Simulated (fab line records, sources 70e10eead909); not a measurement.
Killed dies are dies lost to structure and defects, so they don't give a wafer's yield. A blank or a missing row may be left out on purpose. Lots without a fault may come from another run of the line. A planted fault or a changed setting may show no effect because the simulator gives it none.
Which tool did it? | flow nand_harc | 14 lots, 42 wafers sampled, at 1 step of a route of 1159

WHAT THE GAUGES READ, wafer by wafer
NHARC_A_M0_CD_MEAS_09: target cd 80 nm.
lot  | measured     | on        | cd_nm (nm)
L379 | day 18 02:56 | cd_sem-02 | 80.4 79.2 80.6
L381 | day 18 07:16 | cd_sem-01 | 78.5 79.0 78.8
L382 | day 18 09:56 | cd_sem-03 | 80.3 81.2 80.8
L386 | day 18 19:11 | cd_sem-02 | 79.2 79.9 80.9
L383 | day 18 22:54 | cd_sem-02 | 79.7 80.4 79.1
L384 | day 18 23:29 | cd_sem-02 | 80.0 80.2 80.0
L387 | day 20 00:26 | cd_sem-02 | 79.6 80.5 80.3
L389 | day 20 00:49 | cd_sem-02 | 79.6 77.4 79.5
L385 | day 20 05:40 | cd_sem-03 | 80.7 80.6 80.6
L390 | day 21 06:28 | cd_sem-03 | 80.5 81.5 80.3
L391 | day 22 01:58 | cd_sem-03 | 80.0 77.8 79.7
L393 | day 22 02:45 | cd_sem-01 | 79.3 78.6 80.2
L400 | day 23 14:51 | cd_sem-03 | 82.0 82.1 80.2
L402 | day 23 15:18 | cd_sem-03 | 81.2 82.1 81.7

WHICH TOOL RAN EACH LOT (tool, then ch and the chambers of the sampled wafers, then the start)
The record holds no process step before these readings.

WHAT THE TOOLS THEMSELVES READ (means of the sampled wafers that have a number; where no wafer has one, the mark that the record gives instead)
The record holds no such reading with a usual standard deviation.

THE ANSWER, worked out from the rows above alone
Rule: what is usual is taken from the lots themselves. Put in order of their means at a reading, lots are off if they are a third of the lots or fewer, leave a main group of 4 or more, and stand apart from it by a gap of 3 or more times the standard deviation of the main group's means; of several such gaps the widest counts. A main group whose means are all the same, to the digits that the tables above print for the reading, isn't used. A lot without any number at a reading at which 4 lots or more have one is off too. The other lots that the step has rows for count as sound. The gauges are gone through in route order, then the tools' own readings, and for those a lot's mean is taken as printed above. The first step at which some lot is off is used, and at that step the reading that is off furthest; a lot without a number counts as furthest.
No lot is off at any reading shown: from this, nothing can be told.

WHAT THE SIMULATOR HAD PUT IN
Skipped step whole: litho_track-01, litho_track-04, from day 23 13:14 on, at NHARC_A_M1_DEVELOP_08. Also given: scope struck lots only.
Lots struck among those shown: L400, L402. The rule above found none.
